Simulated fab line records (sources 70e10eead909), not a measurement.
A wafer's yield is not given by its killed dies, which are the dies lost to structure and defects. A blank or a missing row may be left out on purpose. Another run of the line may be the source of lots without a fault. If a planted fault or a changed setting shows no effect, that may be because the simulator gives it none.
fab line records -- flow nandHarc
[record] lots = 12, wafers = 36, lastDay = 33
route steps=1302 shown A_CHANNEL_FILL_D2@624 THIN_TSV@1245 END@1301
lots that met no fault: from a run of the same line without faults
startH: hours from the record's first day to the start of the lot's first wafer shown -- waitH: hours elapsed since this lot's preceding step -- " unchanged from the row above -- L1.1+2: a single row standing in for several wafers -- - no value, or no start given -- * or withheld: withheld -- < > ~ a bound
route shown NAME@n: NAME is a module with steps in the file, n the number in the route of the first one -- usual: average and standard deviation across the fault-free wafers -- same: alike in all rows -- chamber/n: place in a boat -- sites: the reading at each site -- _std_site: the values' standard deviation -- _edge_site: mean of outer sites minus mean of inner sites -- radiusMm: for every site, how far away it sits from the centre of the wafer -- mask NAME#n: copy n -- behind: tool/chamber where the wafer was last shaped -- hold: reason for holding the lot/hours on hold/outcome of the hold -- device: names the non-switching transistor (n, p or np) -- end of line: the tests these same wafers got at the end of their route -- where a step has no rows: the recipe by itself -- killed: not the wafer's yield, but the dies lost to structure and defects at the first sort -- map: per-die view of a wafer (x killed, . not killed, _ where there is no die)
set.NAME: setting as actually run; set.NAME@STEP: the setting as run at that earlier step -- model.NAME: the simulator's own value behind a step, which no gauge read
route steps across a sampled set of lots; one table per step, one row per wafer
services: from which hour (startH, from the record's first day; less than 0 if before it) a tool's chamber was out of use, for how many hours, and why
[[steps]]
[step NHARC_A_CHANNEL_FILL_D2_CVD_05]
[recipe] targetThkA = 50, tempC = 550, material = poly-Si
lot.wafer,tool,chamber,startH,waitH
L657.1+3+5,lpcvdPoly-01,0,324.41,2.3
L658.3+4+5,lpcvdPoly-03,0,350.72,2.3
L660.2+4+5,lpcvdPoly-03,0,350.72,2.3
L659.2+3+6,lpcvdPoly-03,0,356.43,2.3
L662.1+2+4,lpcvdPoly-01,0,392.06,3.0
L664.1+2+5,lpcvdPoly-04,0,410.32,2.9
L665.1+4+5,lpcvdPoly-04,0,417.72,3.1
L667.1+3+5,lpcvdPoly-01,0,435.26,3.7
L668.1+2+5,lpcvdPoly-03,0,445.42,2.3
L669.1+3+6,lpcvdPoly-03,0,445.42,2.3
L678.2+4+6,lpcvdPoly-01,0,544.39,2.8
L680.2+3+5,lpcvdPoly-01,0,547.62,2.3
[step NHARC_THIN_TSV_CMP_01]
[recipe] targetThkUm = 3
[usual] motorCurrentA = 12.2/1.2
lot.wafer,tool,chamber,startH,waitH,motorCurrentA
L657.3,cmp-01,2,563.87,0.6,12.9
L657.1,cmp-01,0,563.87,0.6,14.3
L657.5,cmp-01,1,563.87,0.6,11.8
L658.4,cmp-04,3,567.40,0.4,12.0
L658.3,cmp-04,2,567.40,0.4,13.3
L658.5,cmp-04,3,567.40,0.4,11.9
L660.2,cmp-02,3,568.67,0.9,11.9
L660.4,cmp-02,0,568.67,0.9,13.9
L660.5,cmp-02,2,568.67,0.9,13.3
L659.2,cmp-04,0,569.89,0.9,11.3
L659.3,cmp-04,1,569.89,0.9,10.7
L659.6,cmp-04,2,569.89,0.9,12.9
L662.2,cmp-04,1,641.07,0.8,11.4
L662.4,cmp-04,2,641.07,0.8,13.9
L662.1,cmp-04,3,641.07,0.8,12.2
L664.1,cmp-01,1,642.30,1.1,12.5
L664.2,cmp-01,2,642.30,1.1,13.3
L664.5,cmp-01,0,642.30,1.1,13.9
L665.1,cmp-04,2,643.53,1.1,13.6
L665.4,cmp-04,3,643.53,1.1,11.6
L665.5,cmp-04,0,643.53,1.1,11.0
L667.3,cmp-02,0,649.75,0.7,14.2
L667.1,cmp-02,1,649.75,0.7,13.6
L667.5,cmp-02,3,649.75,0.7,11.7
L669.1,cmp-02,1,666.10,1.0,12.9
L669.3,cmp-02,3,666.10,1.0,11.2
L669.6,cmp-02,1,666.10,1.0,13.7
L668.2,cmp-04,0,677.43,0.9,10.5
L668.1,cmp-04,1,677.43,0.9,11.0
L668.5,cmp-04,2,677.43,0.9,13.2
L678.2,cmp-02,2,759.70,0.9,12.3
L678.4,cmp-02,3,759.70,0.9,10.6
L678.6,cmp-02,1,759.70,0.9,14.3
L680.3,cmp-02,0,766.60,0.6,12.8
L680.2,cmp-02,3,766.60,0.6,11.2
L680.5,cmp-02,0,766.60,0.6,13.7
[step NHARC_THIN_TSV_CD_MEAS_37]
[usual] cdNm = 5000.7/1.8
lot.wafer,tool,chamber,startH,waitH,cdNm
L657.1,cdSem-01,-,572.55,-,5002.7
L657.3,cdSem-01,-,572.55,-,5001.2
L657.5,cdSem-01,-,572.55,-,5002.1
L658.3,cdSem-02,-,576.12,-,5002.0
L658.4,cdSem-02,-,576.12,-,5002.1
L658.5,cdSem-02,-,576.12,-,5001.0
L660.2,cdSem-02,-,577.17,-,4999.5
L660.4,cdSem-02,-,577.17,-,5000.2
L660.5,cdSem-02,-,577.17,-,5001.3
L659.2,cdSem-01,-,578.40,-,5002.7
L659.3,cdSem-01,-,578.40,-,5001.4
L659.6,cdSem-01,-,578.40,-,5003.1
L662.1,cdSem-03,-,649.99,-,5001.3
L662.2,cdSem-03,-,649.99,-,5000.5
L662.4,cdSem-03,-,649.99,-,4999.1
L664.1,cdSem-01,-,650.71,-,4996.5
L664.2,cdSem-01,-,650.71,-,4998.8
L664.5,cdSem-01,-,650.71,-,4998.2
L665.1,cdSem-02,-,651.92,-,5002.2
L665.4,cdSem-02,-,651.92,-,4998.2
L665.5,cdSem-02,-,651.92,-,4998.5
L667.1,cdSem-02,-,658.51,-,5000.6
L667.3,cdSem-02,-,658.51,-,5001.7
L667.5,cdSem-02,-,658.51,-,4999.5
L669.1,cdSem-01,-,674.82,-,4998.6
L669.3,cdSem-01,-,674.82,-,5000.0
L669.6,cdSem-01,-,674.82,-,4999.3
L668.1,cdSem-03,-,686.45,-,5003.0
L668.2,cdSem-03,-,686.45,-,5004.7
L668.5,cdSem-03,-,686.45,-,5001.0
L678.2,cdSem-03,-,768.28,-,5001.0
L678.4,cdSem-03,-,768.28,-,5002.8
L678.6,cdSem-03,-,768.28,-,5000.9
L680.2,cdSem-03,-,775.44,-,5000.4
L680.3,cdSem-03,-,775.44,-,5002.8
L680.5,cdSem-03,-,775.44,-,5003.4
[step NHARC_END_WLT_00]
[usual] VT_DECK1_BOTTOM = 0.867/0.0081, VT_DECK1_BOTTOM_INNER = 0.868/0.008, VT_DECK1_MEDIAN_NEAR_BOTTOM = 0.868/0.0083, VT_DECK1_MEDIAN_NEAR_BOTTOM_INNER = 0.868/0.0082, VT_DECK1_MIDDLE = 0.879/0.0077, VT_DECK1_MIDDLE_INNER = 0.881/0.0077, VT_DECK1_TOP = 0.891/0.008, VT_DECK1_TOP_INNER = 0.891/0.0079, VT_DECK2_BOTTOM = 0.870/0.0072, VT_DECK2_BOTTOM_INNER = 0.870/0.0071, VT_DECK2_MEDIAN_NEAR_BOTTOM = 0.871/0.0079, VT_DECK2_MEDIAN_NEAR_BOTTOM_INNER = 0.872/0.0073, VT_DECK2_MIDDLE = 0.883/0.0071, VT_DECK2_MIDDLE_INNER = 0.883/0.0077, VT_DECK2_TOP = 0.896/0.0077, VT_DECK2_TOP_INNER = 0.894/0.0074
lot.wafer,tool,chamber,startH,waitH,VT_DECK1_BOTTOM,VT_DECK1_BOTTOM_INNER,VT_DECK1_MEDIAN_NEAR_BOTTOM,VT_DECK1_MEDIAN_NEAR_BOTTOM_INNER,VT_DECK1_MIDDLE,VT_DECK1_MIDDLE_INNER,VT_DECK1_TOP,VT_DECK1_TOP_INNER,VT_DECK2_BOTTOM,VT_DECK2_BOTTOM_INNER,VT_DECK2_MEDIAN_NEAR_BOTTOM,VT_DECK2_MEDIAN_NEAR_BOTTOM_INNER,VT_DECK2_MIDDLE,VT_DECK2_MIDDLE_INNER,VT_DECK2_TOP,VT_DECK2_TOP_INNER
L657.1,prober-01,-,577.11,0.0,0.877,0.876,0.879,0.869,0.888,0.889,0.907,0.900,0.867,0.860,0.866,0.865,0.874,0.879,0.894,0.882
L657.3,prober-01,-,577.11,0.0,0.876,0.884,0.881,0.878,0.884,0.894,0.901,0.906,0.863,0.864,0.867,0.873,0.882,0.876,0.894,0.887
L657.5,prober-01,-,579.10,2.0,0.870,0.874,0.874,0.873,0.886,0.884,0.898,0.902,0.862,0.874,0.865,0.870,0.884,0.886,0.896,0.890
L660.2,prober-01,-,585.43,4.8,0.860,0.865,0.868,0.868,0.880,0.878,0.885,0.886,0.866,0.867,0.878,0.871,0.878,0.891,0.895,0.895
L660.4,prober-01,-,586.43,5.8,0.868,0.861,0.867,0.858,0.879,0.879,0.886,0.888,0.872,0.867,0.876,0.872,0.889,0.889,0.897,0.901
L660.5,prober-01,-,586.43,5.8,0.855,0.871,0.859,0.865,0.876,0.876,0.887,0.889,0.878,0.880,0.877,0.864,0.885,0.895,0.901,0.901
L659.2,prober-01,-,593.25,12.6,0.863,0.872,0.871,0.869,0.878,0.883,0.884,0.884,0.864,0.871,0.872,0.871,0.886,0.878,0.885,0.886
L659.3,prober-01,-,593.25,12.6,0.872,0.860,0.858,0.861,0.877,0.881,0.889,0.884,0.862,0.864,0.858,0.871,0.883,0.881,0.887,0.888
L659.6,prober-01,-,595.24,14.6,0.866,0.862,0.858,0.865,0.875,0.874,0.891,0.888,0.854,0.868,0.862,0.873,0.874,0.880,0.886,0.890
L658.3,prober-02,-,593.66,13.0,0.872,0.872,0.865,0.878,0.883,0.882,0.891,0.894,0.866,0.861,0.868,0.867,0.876,0.881,0.890,0.888
L658.4,prober-02,-,593.66,13.0,0.872,0.868,0.869,0.879,0.871,0.879,0.897,0.893,0.861,0.866,0.867,0.860,0.876,0.882,0.893,0.887
L658.5,prober-02,-,593.66,13.0,0.867,0.865,0.874,0.865,0.886,0.878,0.891,0.884,0.861,0.859,0.864,0.863,0.880,0.878,0.885,0.884
L664.1,prober-01,-,654.58,0.0,0.854,0.868,0.851,0.855,0.869,0.874,0.884,0.883,0.869,0.870,0.862,0.866,0.870,0.875,0.894,0.891
L664.2,prober-01,-,654.58,0.0,0.858,0.855,0.857,0.857,0.870,0.868,0.883,0.881,0.865,0.862,0.872,0.872,0.872,0.873,0.887,0.890
L664.5,prober-01,-,656.56,2.0,0.855,0.853,0.857,0.855,0.869,0.866,0.874,0.874,0.866,0.872,0.857,0.863,0.875,0.875,0.886,0.893
L665.1,prober-02,-,654.59,0.1,0.876,0.859,0.867,0.858,0.881,0.868,0.893,0.888,0.868,0.872,0.877,0.871,0.889,0.882,0.897,0.897
L665.4,prober-02,-,656.11,1.6,0.853,0.860,0.857,0.863,0.875,0.873,0.892,0.886,0.881,0.875,0.873,0.876,0.884,0.892,0.894,0.902
L665.5,prober-02,-,656.11,1.6,0.864,0.867,0.866,0.872,0.880,0.881,0.883,0.885,0.872,0.874,0.880,0.877,0.885,0.877,0.899,0.901
L662.1,prober-01,-,662.37,7.8,0.854,0.859,0.861,0.857,0.869,0.873,0.884,0.878,0.870,0.866,0.859,0.864,0.876,0.873,0.888,0.883
L662.2,prober-01,-,662.37,7.8,0.856,0.863,0.861,0.859,0.875,0.873,0.880,0.875,0.862,0.862,0.866,0.862,0.879,0.867,0.886,0.877
L662.4,prober-01,-,663.87,9.3,0.860,0.861,0.858,0.861,0.873,0.862,0.885,0.876,0.863,0.857,0.855,0.866,0.872,0.872,0.883,0.888
L667.1,prober-01,-,670.11,8.1,0.862,0.868,0.860,0.859,0.867,0.882,0.885,0.879,0.875,0.865,0.873,0.873,0.881,0.885,0.893,0.900
L667.3,prober-01,-,671.12,9.1,0.856,0.863,0.864,0.863,0.885,0.880,0.890,0.884,0.872,0.870,0.874,0.879,0.886,0.884,0.896,0.894
L667.5,prober-01,-,672.13,10.1,0.851,0.856,0.850,0.865,0.884,0.876,0.883,0.886,0.877,0.874,0.874,0.877,0.885,0.880,0.901,0.898
L669.1,prober-02,-,679.46,0.1,0.871,0.865,0.866,0.880,0.876,0.875,0.900,0.893,0.880,0.868,0.874,0.877,0.892,0.876,0.892,0.894
L669.3,prober-02,-,680.46,1.1,0.873,0.867,0.873,0.871,0.882,0.884,0.887,0.887,0.873,0.867,0.875,0.864,0.884,0.886,0.900,0.899
L669.6,prober-02,-,681.97,2.6,0.865,0.868,0.874,0.870,0.882,0.885,0.896,0.896,0.869,0.873,0.866,0.869,0.878,0.887,0.898,0.898
L668.1,prober-01,-,691.56,0.0,0.862,0.880,0.867,0.871,0.880,0.887,0.895,0.893,0.872,0.877,0.881,0.875,0.891,0.883,0.899,0.895
L668.2,prober-01,-,691.56,0.0,0.871,0.871,0.866,0.878,0.879,0.879,0.894,0.898,0.879,0.876,0.885,0.880,0.892,0.885,0.905,0.896
L668.5,prober-01,-,693.55,2.0,0.875,0.872,0.880,0.868,0.879,0.890,0.895,0.890,0.878,0.872,0.872,0.872,0.892,0.889,0.903,0.891
L678.2,prober-02,-,773.36,0.6,0.873,0.880,0.882,0.889,0.892,0.899,0.901,0.907,0.941,0.941,0.948,0.951,0.971,0.963,0.989,0.987
L678.4,prober-02,-,774.36,1.6,0.879,0.878,0.881,0.882,0.900,0.897,0.902,0.906,0.956,0.952,0.951,0.954,0.965,0.961,0.981,0.975
L678.6,prober-02,-,775.36,2.6,0.879,0.876,0.884,0.882,0.897,0.892,0.906,0.909,0.951,0.942,0.948,0.954,0.964,0.962,0.978,0.983
L680.2,prober-02,-,781.15,1.2,0.870,0.871,0.866,0.871,0.879,0.880,0.899,0.904,0.956,0.950,0.950,0.954,0.973,0.965,0.984,0.986
L680.3,prober-02,-,781.15,1.2,0.871,0.876,0.876,0.875,0.887,0.890,0.901,0.897,0.955,0.960,0.949,0.951,0.971,0.965,0.982,0.978
L680.5,prober-02,-,782.65,2.7,0.875,0.871,0.876,0.882,0.887,0.891,0.894,0.895,0.954,0.947,0.949,0.955,0.968,0.966,0.982,0.981
[[services]]
tool,chamber,startH,hours,kind
cmp-04,-,310.06,4.0,pm
cmp-02,-,326.53,19.9,repair
cmp-02,-,372.75,2.1,repair
cmp-04,-,387.31,0.9,repair
lpcvdPoly-03,-,389.75,26.0,pm
cmp-04,-,390.45,2.1,repair
cmp-04,-,407.32,0.4,repair
cmp-04,-,408.06,4.0,pm
cmp-04,-,425.79,1.1,repair
cmp-02,-,444.38,4.0,pm
cmp-04,-,467.08,3.2,repair
cmp-02,-,470.31,0.8,repair
cmp-02,-,479.33,1.3,repair
cmp-04,-,479.70,1.0,repair
cmp-04,-,506.06,4.0,pm
cmp-02,-,542.38,4.0,pm
lpcvdPoly-01,-,569.00,26.0,pm
cmp-04,-,571.21,1.9,repair
cmp-02,-,577.55,2.4,repair
lpcvdPoly-03,-,592.07,12.1,repair
cmp-04,-,604.06,4.0,pm
cmp-04,-,623.56,0.8,repair
cmp-02,-,640.38,4.0,pm
cmp-04,-,702.06,4.0,pm
[[key]]
[firstSign] step = NHARC_END_WLT_00, reading = VT_DECK2_MIDDLE, direction = up, sigmas = 12, usual = 0.883, struck = 0.968
[effect] step = NHARC_END_WLT_00, reading = VT_DECK2_TOP_INNER, direction = up, sigmas = 12, usual = 0.894, struck = 0.982
metAt NHARC_A_CHANNEL_FILL_D2_CVD_05
struckLots L678,L680
testerLeftOut L678,L680
notActingAt NHARC_THIN_TSV_CMP_01,NHARC_THIN_TSV_CD_MEAS_37
onsetBetween 435.26 544.39
alsoFits time
[fault] kind = processParameterDrift, tool = lpcvdPoly-01, chamber = -, onsetH = 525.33, steps = NHARC_A_CHANNEL_FILL_D2_CVD_05, channel = targetThkA, offset = *, shape = step, endH = 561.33, actsIn = *, stated = *
// testerLeftOut: of these lots the tester's yield and bins aren't shown, on N5 and GAA mostly nor the transistor test; their killed dies are dies lost to structure and defects alone, not to doping, threshold or leakage, so they don't give the yield
